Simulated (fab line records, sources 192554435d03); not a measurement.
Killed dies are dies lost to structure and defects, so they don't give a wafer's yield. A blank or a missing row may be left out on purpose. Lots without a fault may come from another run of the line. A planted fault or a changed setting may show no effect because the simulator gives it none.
Chamber matching | flow n5_finfet | N5_MOL_CONTACT_COAG_ETCH_66 on rie_diel-01: 4 sister chambers
The step etches SiARC in CF4, target depth 13 nm, time 21.7 s. 4 wafers are shown with their chamber, then 8 later ones without.

WAFERS WITH THEIR CHAMBER
wafer  | chamber | showerhead_plenum_p_Torr (Torr)
L077.4 | 2       | 2.03
L087.1 | 3       | 2.15
L087.5 | 1       | 2.21
L090.2 | 0       | 2.19

WAFERS WITHOUT THEIR CHAMBER
wafer  | showerhead_plenum_p_Torr (Torr)
L090.5 | 2.21
L090.6 | 2.19
L091.2 | 2.28
L091.5 | 2.28
L091.6 | 2.14
L093.3 | 2.19
L093.4 | 2.14
L093.6 | 2.14

WHICH CHAMBER EACH WENT THROUGH
wafer  | from the rows above          | in truth
L090.5 | can't be placed: 1 or 0 or 3 | 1
L090.6 | can't be placed: 0 or 1 or 3 | 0
L091.2 | can't be placed: 1 or 0 or 3 | 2
L091.5 | can't be placed: 1 or 0 or 3 | 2
L091.6 | can't be placed: 3 or 0 or 1 | 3
L093.3 | can't be placed: 0 or 1 or 3 | 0
L093.4 | can't be placed: 3 or 0 or 1 | 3
L093.6 | can't be placed: 3 or 0 or 1 | 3
Placed correctly: 0 of 8. Can't be placed from these rows: 8 (the true chamber is among the candidates in 6). Placed wrongly: 0.
How it was worked out, from the rows above alone: a wafer's distance from a chamber is the root of the sum, over the readings, of the square of ((its reading less the chamber's mean) divided by the reading's scatter). The wafer belongs to the nearest chamber; if the next one is less than 2 further off, it can't be placed. A chamber's mean is the mean of its shown wafers. The scatter: with one shown wafer a chamber, the root of the mean of the squares of how far each hidden wafer lies from its nearest shown one.
